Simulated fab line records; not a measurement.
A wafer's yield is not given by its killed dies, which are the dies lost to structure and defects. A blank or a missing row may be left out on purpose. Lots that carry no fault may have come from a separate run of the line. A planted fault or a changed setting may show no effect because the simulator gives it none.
Shared-tool check ; flow nand harc ; Sampled: 2 lots, 6 wafers

== WHAT PROMPTED THE OPENING ==
On 2 of the 2 lots, a flag is raised at NHARC_END_SORT_01 on the reading killed dies. No-fault wafers: 64, standard deviation 20.
Rule: a lot gets a flag if all its wafers with a number sit over 4 standard deviations from that mean, or if no wafer of it has a number. The rest of the lots are taken to be sound.

lot;measured;on;killed dies, wafer by wafer;flag
L169;day 31 11:38;prober-01;159 174 159;FLAGGED
L171;day 32 03:28;prober-02;158 175 188;FLAGGED
The numbers of the flagged lots are 169 on average: +105 against the usual, or +5 standard deviations.

== WHICH TOOL EACH LOT WENT THROUGH ==
Before the reading, the record contains 5 process steps out of a 1302-step route. Each cell gives the tool, then ch followed by the chambers the sampled wafers passed through, then the start.
lot;flag;NHARC_A_CONTACT_ETCH_121;NHARC_A_CONTACT_ETCH_123;NHARC_A_CONTACT_DEP_57;NHARC_A_CONTACT_DESCUM_74;NHARC_A_CONTACT_ETCH_76
L169;FLAGGED;har cap etch-01 ch 0,1, day 27 23:20;har cap etch-01 ch 0,1, day 27 23:52;acl dep-01 ch 0, day 28 03:23;rie diel-13 ch 0,1,2, day 28 18:00;rie diel-13 ch 1,2,3, day 31 11:38 or earlier
L171;FLAGGED;har cap etch-01 ch 1, day 28 07:13;har cap etch-01 ch 1, day 28 07:33;acl dep-02 ch 0, day 28 09:57;rie diel-07 ch 2,3, day 28 18:18;rie diel-07 ch 0,3, day 32 03:28 or earlier
What the steps here do:
- NHARC_A_CONTACT_ETCH_121: etches the open film in C4F8/O2/Ar, time 190 s, target depth 1850 nm.
- NHARC_A_CONTACT_ETCH_123: etches the open film in C4F8/O2/Ar, time 490 s, target depth 2110 nm.
- NHARC_A_CONTACT_DEP_57: deposits aC, target thk 5300 nm.
- NHARC_A_CONTACT_DESCUM_74: chemistry O2, time 3 s.
- NHARC_A_CONTACT_ETCH_76: etches the open film in N2/H2, target depth 260 nm, time 475.3 s.
- NHARC_END_SORT_01

== FLAGGED OVER TOTAL, TOOL BY TOOL (the gauges that took the reading come last) ==
step;tool;lots run;flagged;share of the flagged lots;sound lots run after its first flagged lot
NHARC_A_CONTACT_ETCH_121;har cap etch-01;2;2;all;0
NHARC_A_CONTACT_ETCH_123;har cap etch-01;2;2;all;0
NHARC_A_CONTACT_DEP_57;acl dep-01;1;1;some;0
NHARC_A_CONTACT_DEP_57;acl dep-02;1;1;some;0
NHARC_A_CONTACT_DESCUM_74;rie diel-07;1;1;some;0
NHARC_A_CONTACT_DESCUM_74;rie diel-13;1;1;some;0
NHARC_A_CONTACT_ETCH_76;rie diel-07;1;1;some;0
NHARC_A_CONTACT_ETCH_76;rie diel-13;1;1;some;0
NHARC_END_SORT_01;prober-01;1;1;some;0
NHARC_END_SORT_01;prober-02;1;1;some;0
NHARC_A_CONTACT_ETCH_76 gives no start for some lots, so the hours and the order of its lots are those of NHARC_END_SORT_01.

== WHAT THE TABLE ALLOWS ==
Table rows that saw every flagged lot: 2, namely har cap etch-01 at NHARC_A_CONTACT_ETCH_121 and har cap etch-01 at NHARC_A_CONTACT_ETCH_123.
- har cap etch-01 at NHARC_A_CONTACT_ETCH_121 ran 2 lots, 2 of them flagged. With no sound lot run before its first flagged lot in this sample, there is nothing to narrow down the start.
- har cap etch-01 at NHARC_A_CONTACT_ETCH_123 ran 2 lots, 2 of them flagged. With no sound lot run before its first flagged lot in this sample, there is nothing to narrow down the start.
Left over: one tool, har cap etch-01 at NHARC_A_CONTACT_ETCH_121 and NHARC_A_CONTACT_ETCH_123.

== WHAT HAD BEEN PUT IN BY THE SIMULATOR ==
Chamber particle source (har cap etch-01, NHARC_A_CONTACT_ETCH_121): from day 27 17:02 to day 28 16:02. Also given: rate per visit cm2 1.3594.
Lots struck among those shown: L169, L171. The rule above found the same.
